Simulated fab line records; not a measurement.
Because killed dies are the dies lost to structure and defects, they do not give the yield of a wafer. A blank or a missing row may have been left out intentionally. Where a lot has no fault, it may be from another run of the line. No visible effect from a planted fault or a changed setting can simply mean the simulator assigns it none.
fab line records / flow nandHarc
record: lots: 5 wafers: 15 lastDay: 33
route steps=1302 shown P_BONDPAD@355 END@1302
lots that met no fault: taken from a fault-free run of the same line
startH: hours from the record's first day to the start of the lot's first wafer shown / waitH: hours since the lot's step before / " as in the row above / L1.1+2: a row that stands for several wafers / - no value, or no start was given / * or withheld: withheld / < > ~ a bound
route shown NAME@n: NAME is a module with steps in the file, n the number in the route of the first one / usual: the fault-free wafers' mean and standard deviation / same: alike in all rows / chamber/n: place in a boat / sites: the reading at each site / _std_site: the standard deviation of these / _edge_site: the outer-site mean with the inner-site mean subtracted / radiusMm: for every site, how far away it sits from the centre of the wafer / mask NAME#n: copy n / behind: the last tool/chamber to shape the wafer / hold: cause of the lot's hold/its duration in hours/its outcome / device: which transistor (n, p or np) failed to switch / end of line: tests run on the same wafers once the route is complete / step lacking rows: just its recipe / killed: dies lost to structure and defects at the first sort, not the wafer's yield / map: dies across one wafer; x = killed, . = not, _ = none there
set.NAME: setting as actually run; set.NAME@STEP: the setting as run at that earlier step / model.NAME: the simulator's own value behind a step, which no gauge read
certain route steps with their lots: each step a table, each wafer a row
services: a tool's chamber out of use, with start hour (startH, from the record's first day; less than 0 if before it), hours out, and reason
== steps ==
step: NHARC_P_BONDPAD_DEHYDRATE_01
recipe: tempC: 150 timeS: 120
step: NHARC_P_BONDPAD_HMDS_02
recipe: timeS: 30
step: NHARC_P_BONDPAD_COAT_36
recipe: tempC: 200 timeS: 65
step: NHARC_P_BONDPAD_COAT_03
recipe: spinRpm: 2000 resistThkNm: 600
step: NHARC_P_BONDPAD_SOFTBAKE_04
recipe: tempC: 125 timeS: 70
step: NHARC_P_BONDPAD_EBR_05
step: NHARC_P_BONDPAD_EXPOSE_06
recipe: na: 0.55 doseMj: 37.06 maskId: P_BPAD
step: NHARC_P_BONDPAD_PEB_07
recipe: pebTempC: 128 pebTimeS: 80
step: NHARC_P_BONDPAD_DEVELOP_08
recipe: timeS: 50 devTempC: 22
step: NHARC_P_BONDPAD_CD_MEAS_09
recipe: targetCdNm: 500 landingEnergyEv: 500
usual: cdNm: 500.1/2.2
lot.wafer=L923.1 tool=cdSem-03 chamber=0 startH=163.42 waitH=- cdNm=501.8
lot.wafer=L923.4 tool=cdSem-03 chamber=0 startH=163.42 waitH=- cdNm=499.9
lot.wafer=L923.5 tool=cdSem-03 chamber=0 startH=163.42 waitH=- cdNm=495.9
lot.wafer=L925.3 tool=cdSem-02 chamber=0 startH=192.55 waitH=- cdNm=504.0
lot.wafer=L925.5 tool=cdSem-02 chamber=0 startH=192.55 waitH=- cdNm=502.2
lot.wafer=L925.6 tool=cdSem-02 chamber=0 startH=192.55 waitH=- cdNm=501.1
lot.wafer=L931.2 tool=cdSem-02 chamber=0 startH=256.16 waitH=- cdNm=502.6
lot.wafer=L931.3 tool=cdSem-02 chamber=0 startH=256.16 waitH=- cdNm=501.9
lot.wafer=L931.5 tool=cdSem-02 chamber=0 startH=256.16 waitH=- cdNm=500.4
lot.wafer=L941.2 tool=cdSem-01 chamber=0 startH=338.46 waitH=- cdNm=499.2
lot.wafer=L941.4 tool=cdSem-01 chamber=0 startH=338.46 waitH=- cdNm=502.4
lot.wafer=L941.5 tool=cdSem-01 chamber=0 startH=338.46 waitH=- cdNm=499.8
lot.wafer=L943.3 tool=cdSem-03 chamber=0 startH=361.46 waitH=- cdNm=500.8
lot.wafer=L943.5 tool=cdSem-03 chamber=0 startH=361.46 waitH=- cdNm=501.4
lot.wafer=L943.6 tool=cdSem-03 chamber=0 startH=361.46 waitH=- cdNm=500.6
step: NHARC_P_BONDPAD_OVL_MEAS_38
usual: overlayXNm: -1/4.8 overlayYNm: 1/6.9
lot.wafer=L923.1 tool=overlay-01 chamber=- startH=163.51 waitH=- overlayXNm=-5 overlayYNm=-3
lot.wafer=L923.4 tool=overlay-01 chamber=- startH=163.51 waitH=- overlayXNm=-4 overlayYNm=-3
lot.wafer=L923.5 tool=overlay-01 chamber=- startH=163.51 waitH=- overlayXNm=-5 overlayYNm=-3
lot.wafer=L925.3 tool=overlay-02 chamber=- startH=192.63 waitH=- overlayXNm=5 overlayYNm=-3
lot.wafer=L925.5 tool=overlay-02 chamber=- startH=192.63 waitH=- overlayXNm=4 overlayYNm=-4
lot.wafer=L925.6 tool=overlay-02 chamber=- startH=192.63 waitH=- overlayXNm=5 overlayYNm=-4
lot.wafer=L931.2 tool=overlay-02 chamber=- startH=256.25 waitH=- overlayXNm=-3 overlayYNm=3
lot.wafer=L931.3 tool=overlay-02 chamber=- startH=256.25 waitH=- overlayXNm=-3 overlayYNm=3
lot.wafer=L931.5 tool=overlay-02 chamber=- startH=256.25 waitH=- overlayXNm=-3 overlayYNm=3
lot.wafer=L941.2 tool=overlay-02 chamber=- startH=338.54 waitH=- overlayXNm=3 overlayYNm=-3
lot.wafer=L941.4 tool=overlay-02 chamber=- startH=338.54 waitH=- overlayXNm=3 overlayYNm=-4
lot.wafer=L941.5 tool=overlay-02 chamber=- startH=338.54 waitH=- overlayXNm=3 overlayYNm=-3
lot.wafer=L943.3 tool=overlay-01 chamber=- startH=361.54 waitH=- overlayXNm=-4 overlayYNm=-4
lot.wafer=L943.5 tool=overlay-01 chamber=- startH=361.54 waitH=- overlayXNm=-4 overlayYNm=-5
lot.wafer=L943.6 tool=overlay-01 chamber=- startH=361.54 waitH=- overlayXNm=-4 overlayYNm=-5
step: NHARC_P_BONDPAD_HARDBAKE_10
recipe: tempC: 118 timeS: 65
step: NHARC_P_BONDPAD_DESCUM_11
recipe: timeS: 3 o2FlowSccm: 200 arFlowSccm: 0 biasPowerW: 0 chemistry: O2
usual: chamberPressureMTorr: 60.00/0.053 drypumpMotorCurrentA: 5.6/0.52 oesProductAu: 0.996/0.011 rfVppV: 57.8/0.84 runLengthS: 23.92/0.28 showerheadPlenumPTorr: 1.91/0.069 throttleValvePct: 11.312/0.0088
lot.wafer=L923.4 tool=rieDiel-02 chamber=3 startH=163.64 waitH=- chamberPressureMTorr=60.07 drypumpMotorCurrentA=5.5 oesProductAu=0.980 rfHoursCounterH=3.0 rfVppV=58.4 runLengthS=23.56 showerheadPlenumPTorr=1.94 throttleValvePct=11.309
lot.wafer=L923.1 tool=rieDiel-02 chamber=0 startH=163.64 waitH=- chamberPressureMTorr=60.00 drypumpMotorCurrentA=6.2 oesProductAu=0.993 rfHoursCounterH=2.6 rfVppV=58.1 runLengthS=23.76 showerheadPlenumPTorr=1.81 throttleValvePct=11.309
lot.wafer=L923.5 tool=rieDiel-02 chamber=0 startH=163.64 waitH=- chamberPressureMTorr=59.94 drypumpMotorCurrentA=6.2 oesProductAu=0.994 rfHoursCounterH=- rfVppV=57.3 runLengthS=23.84 showerheadPlenumPTorr=1.81 throttleValvePct=11.324
lot.wafer=L925.3 tool=rieDiel-02 chamber=0 startH=192.78 waitH=- chamberPressureMTorr=59.99 drypumpMotorCurrentA=6.2 oesProductAu=0.989 rfHoursCounterH=3.4 rfVppV=56.2 runLengthS=23.98 showerheadPlenumPTorr=1.81 throttleValvePct=11.308
lot.wafer=L925.5 tool=rieDiel-02 chamber=1 startH=192.78 waitH=- chamberPressureMTorr=59.93 drypumpMotorCurrentA=5.5 oesProductAu=0.992 rfHoursCounterH=- rfVppV=58.5 runLengthS=24.12 showerheadPlenumPTorr=1.95 throttleValvePct=11.297
lot.wafer=L925.6 tool=rieDiel-02 chamber=2 startH=192.78 waitH=- chamberPressureMTorr=59.96 drypumpMotorCurrentA=4.9 oesProductAu=0.995 rfHoursCounterH=- rfVppV=57.2 runLengthS=23.81 showerheadPlenumPTorr=1.87 throttleValvePct=11.312
lot.wafer=L931.3 tool=rieDiel-02 chamber=2 startH=256.37 waitH=- chamberPressureMTorr=59.99 drypumpMotorCurrentA=4.9 oesProductAu=0.990 rfHoursCounterH=0.6 rfVppV=57.0 runLengthS=23.83 showerheadPlenumPTorr=1.87 throttleValvePct=11.309
lot.wafer=L931.2 tool=rieDiel-02 chamber=1 startH=256.37 waitH=- chamberPressureMTorr=60.05 drypumpMotorCurrentA=5.5 oesProductAu=0.986 rfHoursCounterH=0.5 rfVppV=56.9 runLengthS=24.12 showerheadPlenumPTorr=1.95 throttleValvePct=11.314
lot.wafer=L931.5 tool=rieDiel-02 chamber=2 startH=256.37 waitH=- chamberPressureMTorr=59.99 drypumpMotorCurrentA=4.9 oesProductAu=0.989 rfHoursCounterH=- rfVppV=58.0 runLengthS=25.62 showerheadPlenumPTorr=1.87 throttleValvePct=11.326
lot.wafer=L941.2 tool=rieDiel-03 chamber=3 startH=338.67 waitH=- chamberPressureMTorr=60.12 drypumpMotorCurrentA=5.7 oesProductAu=1.006 rfHoursCounterH=3.6 rfVppV=58.6 runLengthS=23.24 showerheadPlenumPTorr=1.93 throttleValvePct=11.313
lot.wafer=L941.4 tool=rieDiel-03 chamber=3 startH=338.67 waitH=- chamberPressureMTorr=59.92 drypumpMotorCurrentA=5.7 oesProductAu=1.003 rfHoursCounterH=- rfVppV=58.0 runLengthS=23.29 showerheadPlenumPTorr=1.93 throttleValvePct=11.311
lot.wafer=L941.5 tool=rieDiel-03 chamber=0 startH=338.67 waitH=- chamberPressureMTorr=60.05 drypumpMotorCurrentA=5.8 oesProductAu=0.983 rfHoursCounterH=- rfVppV=59.6 runLengthS=24.02 showerheadPlenumPTorr=1.85 throttleValvePct=11.318
lot.wafer=L943.3 tool=rieDiel-07 chamber=3 startH=361.68 waitH=- chamberPressureMTorr=60.04 drypumpMotorCurrentA=5.5 oesProductAu=0.996 rfHoursCounterH=4.3 rfVppV=57.7 runLengthS=23.78 showerheadPlenumPTorr=1.95 throttleValvePct=11.304
lot.wafer=L943.6 tool=rieDiel-07 chamber=1 startH=361.68 waitH=- chamberPressureMTorr=60.04 drypumpMotorCurrentA=6.2 oesProductAu=1.003 rfHoursCounterH=- rfVppV=57.2 runLengthS=23.95 showerheadPlenumPTorr=1.85 throttleValvePct=11.320
lot.wafer=L943.5 tool=rieDiel-07 chamber=2 startH=361.68 waitH=- chamberPressureMTorr=60.09 drypumpMotorCurrentA=5.0 oesProductAu=0.991 rfHoursCounterH=- rfVppV=59.5 runLengthS=23.40 showerheadPlenumPTorr=2.03 throttleValvePct=11.288
step: NHARC_P_BONDPAD_ETCH_37
recipe: targetDepthA: 600 overetchA: 180 timeS: 65.91 ionEnergyEv: 200 n2FlowSccm: 150 h2FlowSccm: 150 arFlowSccm: 0 rfW: 400 biasW: 150 chemistry: N2/H2
usual: chamberPressureMTorr: 29.998/0.027 drypumpMotorCurrentA: 5.6/0.53 oesProductAu: 0.998/0.0094 rfVppV: 430.5/2.3 showerheadPlenumPTorr: 2.04/0.077 throttleValvePct: 14.170/0.0096
lot.wafer=L923.4 tool=rieDiel-02 chamber=3 startH=163.72 waitH=0.1 chamberPressureMTorr=30.017 drypumpMotorCurrentA=5.5 oesProductAu=0.992 rfHoursCounterH=3.1 rfVppV=433.6 showerheadPlenumPTorr=2.07 throttleValvePct=14.162
lot.wafer=L923.1 tool=rieDiel-02 chamber=2 startH=163.72 waitH=0.1 chamberPressureMTorr=29.975 drypumpMotorCurrentA=4.9 oesProductAu=0.991 rfHoursCounterH=2.4 rfVppV=429.1 showerheadPlenumPTorr=1.99 throttleValvePct=14.185
lot.wafer=L923.5 tool=rieDiel-02 chamber=0 startH=163.72 waitH=0.1 chamberPressureMTorr=29.993 drypumpMotorCurrentA=6.2 oesProductAu=0.996 rfHoursCounterH=- rfVppV=425.1 showerheadPlenumPTorr=1.92 throttleValvePct=14.175
lot.wafer=L925.3 tool=rieDiel-02 chamber=3 startH=192.85 waitH=0.1 chamberPressureMTorr=30.026 drypumpMotorCurrentA=5.5 oesProductAu=0.989 rfHoursCounterH=3.9 rfVppV=431.7 showerheadPlenumPTorr=2.07 throttleValvePct=14.167
lot.wafer=L925.5 tool=rieDiel-02 chamber=2 startH=192.85 waitH=0.1 chamberPressureMTorr=29.972 drypumpMotorCurrentA=4.9 oesProductAu=1.000 rfHoursCounterH=- rfVppV=427.9 showerheadPlenumPTorr=1.99 throttleValvePct=14.173
lot.wafer=L925.6 tool=rieDiel-02 chamber=3 startH=192.85 waitH=0.1 chamberPressureMTorr=29.971 drypumpMotorCurrentA=5.5 oesProductAu=0.990 rfHoursCounterH=- rfVppV=431.7 showerheadPlenumPTorr=2.07 throttleValvePct=14.168
lot.wafer=L931.3 tool=rieDiel-02 chamber=0 startH=256.47 waitH=0.1 chamberPressureMTorr=29.976 drypumpMotorCurrentA=6.2 oesProductAu=1.009 rfHoursCounterH=0.6 rfVppV=427.5 showerheadPlenumPTorr=1.92 throttleValvePct=14.162
lot.wafer=L931.2 tool=rieDiel-02 chamber=1 startH=256.47 waitH=0.1 chamberPressureMTorr=30.009 drypumpMotorCurrentA=5.5 oesProductAu=0.992 rfHoursCounterH=0.6 rfVppV=432.1 showerheadPlenumPTorr=2.08 throttleValvePct=14.187
lot.wafer=L931.5 tool=rieDiel-02 chamber=3 startH=256.47 waitH=0.1 chamberPressureMTorr=30.087 drypumpMotorCurrentA=5.5 oesProductAu=1.012 rfHoursCounterH=- rfVppV=431.6 showerheadPlenumPTorr=2.07 throttleValvePct=14.163
lot.wafer=L941.2 tool=rieDiel-03 chamber=1 startH=338.78 waitH=0.1 chamberPressureMTorr=30.004 drypumpMotorCurrentA=5.7 oesProductAu=1.004 rfHoursCounterH=2.6 rfVppV=428.6 showerheadPlenumPTorr=1.96 throttleValvePct=14.187
lot.wafer=L941.4 tool=rieDiel-03 chamber=0 startH=338.78 waitH=0.1 chamberPressureMTorr=30.017 drypumpMotorCurrentA=5.8 oesProductAu=0.985 rfHoursCounterH=- rfVppV=429.0 showerheadPlenumPTorr=1.97 throttleValvePct=14.174
lot.wafer=L941.5 tool=rieDiel-03 chamber=1 startH=338.78 waitH=0.1 chamberPressureMTorr=30.006 drypumpMotorCurrentA=5.8 oesProductAu=0.987 rfHoursCounterH=- rfVppV=427.2 showerheadPlenumPTorr=1.96 throttleValvePct=14.155
lot.wafer=L943.3 tool=rieDiel-07 chamber=3 startH=361.75 waitH=0.1 chamberPressureMTorr=29.983 drypumpMotorCurrentA=5.5 oesProductAu=1.003 rfHoursCounterH=4.3 rfVppV=431.4 showerheadPlenumPTorr=2.08 throttleValvePct=14.183
lot.wafer=L943.6 tool=rieDiel-07 chamber=2 startH=361.75 waitH=0.1 chamberPressureMTorr=30.049 drypumpMotorCurrentA=5.0 oesProductAu=1.002 rfHoursCounterH=- rfVppV=433.3 showerheadPlenumPTorr=2.17 throttleValvePct=14.172
lot.wafer=L943.5 tool=rieDiel-07 chamber=3 startH=361.75 waitH=0.1 chamberPressureMTorr=29.997 drypumpMotorCurrentA=5.5 oesProductAu=1.017 rfHoursCounterH=- rfVppV=428.9 showerheadPlenumPTorr=2.07 throttleValvePct=14.170
step: NHARC_END_SORT_01
recipe: tempC: 25
usual: defectLimitedYield: 91/3.2 killedAtArray: 53/21 killedAtOther: 0.8/1.1 killedAtPeriphery: 4.2/2.7 killedDies: 58/22 killedOpen: 3.4/1.9 killedShort: 2.5/1.6 sort_bin_2_pct: 3.1/1.4 sort_bin_3_pct: 0.6/0.43 sort_bin_4_pct: 4.9/1.7 sortNPass: 619/22 sortRimYieldPct: 96.9/1.8 sortYieldPct: 91/3.2
same: grossDies: 677 sort_bin_5_pct[%]: 0 sort_bin_6_pct[%]: 0 sort_bin_7_pct[%]: 0 sort_bin_8_pct[%]: 0 sortRimNGross: 106.00
lot.wafer=L923.1 tool=prober-02 chamber=0 startH=604.81 waitH=2.5 defectLimitedYield[%]=96 killedAtArray=24 killedAtOther=0 killedAtPeriphery=4 killedDies=28 killedOpen=3 killedShort=3 sort_bin_2_pct[%]=1.3 sort_bin_3_pct[%]=0.1 sort_bin_4_pct[%]=2.7 sortNPass=649 sortRimYieldPct[%]=95.3 sortYieldPct[%]=96
lot.wafer=L923.4 tool=prober-02 chamber=0 startH=607.24 waitH=3.4 defectLimitedYield[%]=96 killedAtArray=26 killedAtOther=0 killedAtPeriphery=4 killedDies=30 killedOpen=3 killedShort=3 sort_bin_2_pct[%]=1.8 sort_bin_3_pct[%]=0.4 sort_bin_4_pct[%]=2.2 sortNPass=647 sortRimYieldPct[%]=96.2 sortYieldPct[%]=96
lot.wafer=L923.5 tool=prober-02 chamber=0 startH=608.05 waitH=3.7 defectLimitedYield[%]=97 killedAtArray=14 killedAtOther=1 killedAtPeriphery=3 killedDies=18 killedOpen=3 killedShort=1 sort_bin_2_pct[%]=0.3 sort_bin_3_pct[%]=0.3 sort_bin_4_pct[%]=2.1 sortNPass=659 sortRimYieldPct[%]=97.2 sortYieldPct[%]=97
lot.wafer=L925.3 tool=prober-01 chamber=0 startH=622.76 waitH=3.1 defectLimitedYield[%]=89 killedAtArray=71 killedAtOther=0 killedAtPeriphery=3 killedDies=74 killedOpen=4 killedShort=2 sort_bin_2_pct[%]=3.1 sort_bin_3_pct[%]=0.9 sort_bin_4_pct[%]=6.9 sortNPass=603 sortRimYieldPct[%]=94.3 sortYieldPct[%]=89
lot.wafer=L925.5 tool=prober-01 chamber=0 startH=624.38 waitH=3.7 defectLimitedYield[%]=89 killedAtArray=69 killedAtOther=0 killedAtPeriphery=3 killedDies=72 killedOpen=4 killedShort=1 sort_bin_2_pct[%]=4.9 sort_bin_3_pct[%]=0.7 sort_bin_4_pct[%]=5.0 sortNPass=605 sortRimYieldPct[%]=98.1 sortYieldPct[%]=89
lot.wafer=L925.6 tool=prober-01 chamber=0 startH=625.19 waitH=4.1 defectLimitedYield[%]=88 killedAtArray=77 killedAtOther=3 killedAtPeriphery=1 killedDies=81 killedOpen=2 killedShort=6 sort_bin_2_pct[%]=4.4 sort_bin_3_pct[%]=1.3 sort_bin_4_pct[%]=6.2 sortNPass=596 sortRimYieldPct[%]=97.2 sortYieldPct[%]=88
lot.wafer=L931.2 tool=prober-01 chamber=0 startH=685.85 waitH=2.8 defectLimitedYield[%]=96 killedAtArray=21 killedAtOther=0 killedAtPeriphery=4 killedDies=25 killedOpen=5 killedShort=2 sort_bin_2_pct[%]=1.0 sort_bin_3_pct[%]=0.3 sort_bin_4_pct[%]=2.4 sortNPass=652 sortRimYieldPct[%]=98.1 sortYieldPct[%]=96
lot.wafer=L931.3 tool=prober-01 chamber=0 startH=686.64 waitH=3.1 defectLimitedYield[%]=97 killedAtArray=17 killedAtOther=0 killedAtPeriphery=1 killedDies=18 killedOpen=2 killedShort=2 sort_bin_2_pct[%]=0.9 sort_bin_3_pct[%]=0.1 sort_bin_4_pct[%]=1.6 sortNPass=659 sortRimYieldPct[%]=99.1 sortYieldPct[%]=97
lot.wafer=L931.5 tool=prober-01 chamber=0 startH=688.23 waitH=3.7 defectLimitedYield[%]=96 killedAtArray=19 killedAtOther=1 killedAtPeriphery=4 killedDies=24 killedOpen=7 killedShort=1 sort_bin_2_pct[%]=1.0 sort_bin_3_pct[%]=0 sort_bin_4_pct[%]=2.5 sortNPass=653 sortRimYieldPct[%]=98.1 sortYieldPct[%]=96
lot.wafer=L941.2 tool=prober-02 chamber=0 startH=774.63 waitH=2.8 defectLimitedYield[%]=90 killedAtArray=69 killedAtOther=0 killedAtPeriphery=1 killedDies=70 killedOpen=2 killedShort=3 sort_bin_2_pct[%]=4.6 sort_bin_3_pct[%]=0 sort_bin_4_pct[%]=5.8 sortNPass=607 sortRimYieldPct[%]=98.1 sortYieldPct[%]=90
lot.wafer=L941.4 tool=prober-02 chamber=0 startH=776.23 waitH=3.4 defectLimitedYield[%]=91 killedAtArray=58 killedAtOther=0 killedAtPeriphery=3 killedDies=61 killedOpen=2 killedShort=6 sort_bin_2_pct[%]=3.7 sort_bin_3_pct[%]=1.0 sort_bin_4_pct[%]=4.3 sortNPass=616 sortRimYieldPct[%]=96.2 sortYieldPct[%]=91
lot.wafer=L941.5 tool=prober-02 chamber=0 startH=777.03 waitH=3.7 defectLimitedYield[%]=89 killedAtArray=75 killedAtOther=1 killedAtPeriphery=1 killedDies=77 killedOpen=4 killedShort=1 sort_bin_2_pct[%]=4.0 sort_bin_3_pct[%]=0.4 sort_bin_4_pct[%]=6.9 sortNPass=600 sortRimYieldPct[%]=95.3 sortYieldPct[%]=89
lot.wafer=L943.3 tool=prober-02 chamber=0 startH=790.63 waitH=3.1 defectLimitedYield[%]=92 killedAtArray=54 killedAtOther=1 killedAtPeriphery=2 killedDies=57 killedOpen=7 killedShort=4 sort_bin_2_pct[%]=3.8 sort_bin_3_pct[%]=0.6 sort_bin_4_pct[%]=4.0 sortNPass=620 sortRimYieldPct[%]=98.1 sortYieldPct[%]=92
lot.wafer=L943.5 tool=prober-02 chamber=0 startH=792.23 waitH=3.7 defectLimitedYield[%]=91 killedAtArray=59 killedAtOther=1 killedAtPeriphery=1 killedDies=61 killedOpen=1 killedShort=0 sort_bin_2_pct[%]=3.5 sort_bin_3_pct[%]=0.4 sort_bin_4_pct[%]=5.0 sortNPass=616 sortRimYieldPct[%]=95.3 sortYieldPct[%]=91
lot.wafer=L943.6 tool=prober-02 chamber=0 startH=793.02 waitH=4.0 defectLimitedYield[%]=91 killedAtArray=56 killedAtOther=1 killedAtPeriphery=6 killedDies=63 killedOpen=8 killedShort=0 sort_bin_2_pct[%]=3.1 sort_bin_3_pct[%]=0.7 sort_bin_4_pct[%]=5.5 sortNPass=614 sortRimYieldPct[%]=97.2 sortYieldPct[%]=91
killed by level:class
L923.1 A_CHANNEL_HOLE_D2:chamberFilmFlake=8 A_CONTACT:chamberFilmFlake=8 P_ZERO_WELL:chamberFilmFlake=2 P_M2:chamberFilmFlake=2 A_ONON_D1:geometricParticle:open=1 A_DECK1_JOINT:geometricParticle:open=1 A_CHANNEL_FILL_D2:geometricParticle:short=1 A_SLIT:geometricParticle:short=1
L923.4 A_CHANNEL_HOLE_D2:chamberFilmFlake=9 A_CONTACT:chamberFilmFlake=8 A_SGD_CUT:geometricParticle:short=2 A_ZERO_WELL:chamberFilmFlake=2 P_M0:geometricParticle:open=1 A_DECK1_JOINT:geometricParticle:open=1 A_CHANNEL_FILL_D2:geometricParticle:short=1 A_SGD_CUT:geometricParticle:open=1
L923.5 A_CONTACT:chamberFilmFlake=6 A_CHANNEL_HOLE_D1:chamberFilmFlake=2 A_CHANNEL_HOLE_D2:chamberFilmFlake=2 P_CONTACT:geometricParticle:open=1 A_CHANNEL_FILL_D1:geometricParticle:open=1 A_SLIT:geometricParticle:short=1 A_WL_FILL:geometricParticle:open=1 P_CONTACT:chamberFilmFlake=1
L925.3 A_SLIT:chamberFilmFlake=29 A_CHANNEL_HOLE_D2:chamberFilmFlake=29 A_CONTACT:chamberFilmFlake=7 P_STI:geometricParticle:open=1 P_CONTACT:geometricParticle:open=1 A_CHANNEL_FILL_D1:geometricParticle:open=1 A_CHANNEL_FILL_D2:geometricParticle:short=1 A_CHANNEL_FILL_D2:geometricParticle:open=1
L925.5 A_CHANNEL_HOLE_D2:chamberFilmFlake=31 A_SLIT:chamberFilmFlake=25 A_STAIRCASE:chamberFilmFlake=4 A_CHANNEL_HOLE_D1:chamberFilmFlake=2 A_CONTACT:chamberFilmFlake=2 P_M0:geometricParticle:open=1 P_M0:geometricParticle:short=1 A_CHANNEL_HOLE_D1:geometricParticle:open=1
L925.6 A_CHANNEL_HOLE_D2:chamberFilmFlake=35 A_SLIT:chamberFilmFlake=25 A_CONTACT:chamberFilmFlake=4 A_ONON_D1:geometricParticle:short=3 THIN_TSV:chamberFilmFlake=3 A_CHANNEL_HOLE_D1:chamberFilmFlake=2 P_M1:geometricParticle:short=1 A_ONON_D1:geometricParticle:open=1
L931.2 A_CHANNEL_HOLE_D1:chamberFilmFlake=7 A_SLIT:chamberFilmFlake=3 A_DECK1_JOINT:chamberFilmFlake=2 A_CHANNEL_FILL_D2:chamberFilmFlake=2 P_CONTACT:geometricParticle:short=1 P_M0:geometricParticle:open=1 A_CHANNEL_FILL_D1:geometricParticle:open=1 A_SGD_CUT:geometricParticle:short=1
L931.3 A_CHANNEL_HOLE_D1:chamberFilmFlake=6 A_DECK1_JOINT:chamberFilmFlake=3 A_CONTACT:chamberFilmFlake=2 P_GATE:geometricParticle:open=1 A_ONON_D1:geometricParticle:short=1 A_DECK1_JOINT:geometricParticle:short=1 A_M0:geometricParticle:open=1 A_CHANNEL_HOLE_D2:chamberFilmFlake=1
L931.5 A_CHANNEL_HOLE_D1:chamberFilmFlake=6 A_DECK1_JOINT:geometricParticle:open=2 A_WL_FILL:geometricParticle:open=2 A_M0:geometricParticle:open=2 P_STI:chamberFilmFlake=2 P_GATE:geometricParticle:open=1 A_WL_FILL:geometricParticle:short=1 P_M2:chamberFilmFlake=1
L941.2 A_SLIT:chamberFilmFlake=33 A_CHANNEL_HOLE_D2:chamberFilmFlake=17 A_CONTACT:chamberFilmFlake=10 A_STAIRCASE:chamberFilmFlake=5 P_M0:geometricParticle:short=1 A_SOURCE_PLATE:geometricParticle:short=1 A_ONON_D1:geometricParticle:open=1 A_CHANNEL_FILL_D1:geometricParticle:short=1
L941.4 A_CHANNEL_HOLE_D2:chamberFilmFlake=21 A_SLIT:chamberFilmFlake=18 A_CONTACT:chamberFilmFlake=4 A_CHANNEL_FILL_D1:chamberFilmFlake=3 A_STAIRCASE:chamberFilmFlake=3 A_WL_FILL:chamberFilmFlake=2 P_GATE:geometricParticle:short=1 P_M0:geometricParticle:short=1
L941.5 A_SLIT:chamberFilmFlake=31 A_CHANNEL_HOLE_D2:chamberFilmFlake=24 A_CONTACT:chamberFilmFlake=8 A_STAIRCASE:chamberFilmFlake=5 A_CHANNEL_FILL_D1:geometricParticle:open=1 A_CHANNEL_HOLE_D2:geometricParticle:open=1 A_CHANNEL_HOLE_D2:geometricParticle:short=1 A_CHANNEL_FILL_D2:geometricParticle:open=1
L943.3 A_CHANNEL_HOLE_D2:chamberFilmFlake=22 A_SLIT:chamberFilmFlake=9 A_CHANNEL_HOLE_D1:chamberFilmFlake=8 A_CONTACT:chamberFilmFlake=4 A_DECK1_JOINT:geometricParticle:open=2 A_CHANNEL_HOLE_D1:geometricParticle:open=2 P_CONTACT:geometricParticle:open=1 P_M0:geometricParticle:open=1
L943.5 A_CHANNEL_HOLE_D2:chamberFilmFlake=22 A_CHANNEL_HOLE_D1:chamberFilmFlake=14 A_CONTACT:chamberFilmFlake=9 A_SLIT:chamberFilmFlake=7 A_ZERO_WELL:chamberFilmFlake=2 A_CHANNEL_FILL_D2:chamberFilmFlake=2 A_STAIRCASE:chamberFilmFlake=2 A_CHANNEL_HOLE_D1:geometricParticle:open=1
L943.6 A_CHANNEL_HOLE_D2:chamberFilmFlake=23 A_CHANNEL_HOLE_D1:chamberFilmFlake=10 A_SLIT:chamberFilmFlake=10 A_CONTACT:chamberFilmFlake=6 A_WL_FILL:chamberFilmFlake=3 P_M0:geometricParticle:open=2 P_GATE:chamberFilmFlake=2 P_STI:geometricParticle:open=1
== services ==
tool=rieDiel-02 chamber=0 startH=146.71 hours=- kind=clean
tool=rieDiel-02 chamber=1 startH=146.71 hours=- kind=clean
tool=rieDiel-02 chamber=2 startH=146.71 hours=- kind=clean
tool=rieDiel-02 chamber=3 startH=146.71 hours=- kind=clean
tool=rieDiel-02 chamber=0 startH=152.82 hours=3.9 kind=repair
tool=rieDiel-07 chamber=3 startH=159.10 hours=3.1 kind=repair
tool=rieDiel-02 chamber=0 startH=171.21 hours=- kind=clean
tool=rieDiel-02 chamber=1 startH=171.21 hours=- kind=clean
tool=rieDiel-02 chamber=2 startH=171.21 hours=- kind=clean
tool=rieDiel-02 chamber=3 startH=171.21 hours=- kind=clean
tool=rieDiel-07 chamber=- startH=174.20 hours=0.5 kind=repair
tool=rieDiel-02 chamber=0 startH=195.71 hours=- kind=clean
tool=rieDiel-02 chamber=1 startH=195.71 hours=- kind=clean
tool=rieDiel-02 chamber=2 startH=195.71 hours=- kind=clean
tool=rieDiel-02 chamber=- startH=216.70 hours=9.0 kind=pm
tool=rieDiel-03 chamber=0 startH=229.96 hours=5.7 kind=repair
tool=rieDiel-03 chamber=- startH=281.30 hours=9.0 kind=pm
tool=rieDiel-07 chamber=- startH=294.20 hours=9.0 kind=pm
tool=rieDiel-07 chamber=0 startH=304.44 hours=9.0 kind=repair
tool=rieDiel-02 chamber=3 startH=312.30 hours=1.3 kind=repair
tool=rieDiel-03 chamber=2 startH=333.34 hours=7.8 kind=repair
tool=rieDiel-07 chamber=2 startH=339.38 hours=4.8 kind=repair
tool=rieDiel-07 chamber=1 startH=341.13 hours=14.0 kind=repair
tool=rieDiel-02 chamber=3 startH=342.67 hours=7.3 kind=repair
== key ==
firstSign: step: NHARC_P_BONDPAD_DESCUM_11 reading: runLengthS direction: up sigmas: 6 usual: * struck: *
effect none on later readings
metAt NHARC_P_BONDPAD_DESCUM_11
struckWafers L931.5
onsetBetween 192.78 256.37
fault: kind: processParameterDrift tool: rieDiel-02 chamber: - onsetH: 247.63 steps: NHARC_P_BONDPAD_DESCUM_11 channel: timeS offset: * shape: step endH: 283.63 scope: struckWafersOnly actsIn: * stated: *
